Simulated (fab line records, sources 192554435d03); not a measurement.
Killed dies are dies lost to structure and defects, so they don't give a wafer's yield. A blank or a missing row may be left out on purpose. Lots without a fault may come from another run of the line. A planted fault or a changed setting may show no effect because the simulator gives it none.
Split-lot experiment | flow n5_finfet | 7 lots, 21 wafers read, on a route of 1938 steps

THE SPLIT
At N5_WELL_APT_PEB_23 (peb time 90 s), the setting peb_temp_c was moved away from the recipe's 130 C on 8 of the 21 wafers read, by -2.8% to +1.8%. The other wafers ran this setting at the recipe's value.

FROM THE SPLIT TO THE READING: what the file shows between them, 2 steps
- N5_WELL_APT_DEVELOP_24: develop time 45 s (also split here: develop_time_s)
- N5_WELL_APT_HARDBAKE_29: time 120 s

THE READING
cd_nm, in nm, at N5_WELL_APT_CD_MEAS_25 (target cd 200 nm). Fault-free wafers of this fab line usually give 199.7 nm, standard deviation 1.4 nm.

wafer  | tool, chamber at the split | peb_temp_c as run, C | against the recipe | cd_nm, nm | against lot-mates on the recipe
L074.2 | litho_track-03, 0          | 130                  | recipe             | 196.1     | -
L074.3 | litho_track-03, 0          | 132.3                | +1.8%              | 208.2     | +12.1
L074.5 | litho_track-03, 0          | 132.3                | +1.8%              | 211.5     | +15.4
L076.1 | litho_track-03, 0          | 130                  | recipe             | 200.1     | -
L076.4 | litho_track-03, 0          | 126.5                | -2.7%              | 178.1     | -22.0
L076.6 | litho_track-03, 0          | 126.5                | -2.7%              | 177.9     | -22.2
L077.1 | litho_track-02, 0          | 130                  | recipe             | 202.0     | -
L077.4 | litho_track-02, 0          | 130                  | recipe             | 200.6     | -
L077.6 | litho_track-02, 0          | 130                  | recipe             | 200.0     | -
L081.3 | litho_track-03, 0          | 130                  | recipe             | 200.8     | -
L081.4 | litho_track-03, 0          | 130                  | recipe             | 200.2     | -
L081.5 | litho_track-03, 0          | 130                  | recipe             | 197.9     | -
L092.1 | litho_track-04, 0          | 130                  | recipe             | 202.0     | -
L092.4 | litho_track-04, 0          | 126.3                | -2.8%              | 176.3     | -25.7
L092.6 | litho_track-04, 0          | 126.3                | -2.8%              | 175.3     | -26.7
L094.2 | litho_track-02, 0          | 128.4                | -1.2%              | 187.5     | -10.8
L094.5 | litho_track-02, 0          | 130                  | recipe             | 198.3     | -
L094.6 | litho_track-02, 0          | 128.4                | -1.2%              | 187.6     | -10.7
L097.1 | litho_track-04, 0          | 130                  | recipe             | 198.6     | -
L097.3 | litho_track-04, 0          | 130                  | recipe             | 199.7     | -
L097.5 | litho_track-04, 0          | 130                  | recipe             | 199.2     | -

THE FIT
A straight line over all 21 wafers: cd_nm changes by +7.75 nm for each +1% of peb_temp_c; r = +0.98; the points scatter about the line by 1.9 nm.
The same after taking each lot's own level away (the mean of its wafers on the recipe; 21 wafers): +8.52 nm for each +1%; r = +1.00; scatter 1.1 nm.
On that fit, the largest move of peb_temp_c shifts the reading by 24 nm.
The lots' own levels span 196.10 to 202.00 nm, that is 4.2 times the standard deviation above.
So the lot-to-lot level changes the slope little: the two slopes agree.
Check: with one of the wafers moved furthest among these (-2.8%) left out of the fit, the line predicts -24.2 nm for it against its lot-mates. It came out at -25.7 nm against them.

OTHER SPLITS ON THESE WAFERS
These wafers also went through other splits before the reading. Each is held against what the fit with the lots' levels taken away leaves over:
other split on the same wafers        | wafers away from the commonest value | r with cd_nm (lot level and that fit taken away)
N5_ZERO_LAYER_PECVD_02 time_s         | 7                                    | -0.16
N5_ZERO_LAYER_EXPOSE_08 dose_mj       | 5                                    | +0.24
N5_WELL_APT_DEVELOP_24 develop_time_s | 6                                    | +0.15

THE WHOLE CHAIN: every reading that the file lists as answering this split, in the file's order
step                   | what it does             | reading                                                         | change (the file's fit)              | r (the file's)
N5_WELL_APT_CD_MEAS_25 | target cd 200 nm         | cd_nm                                                           | +8.59 nm for each +1% of the setting | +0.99
N5_WELL_APT_DESCUM_30  | chemistry O2, time 7.9 s | WELL_APT.cd_nm (the simulator's own value, which no gauge read) | +8.56 nm for each +1% of the setting | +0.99

THE FILE'S OWN FIT
cd_nm changes by +8.59 nm for each +1% of peb_temp_c, r = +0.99.
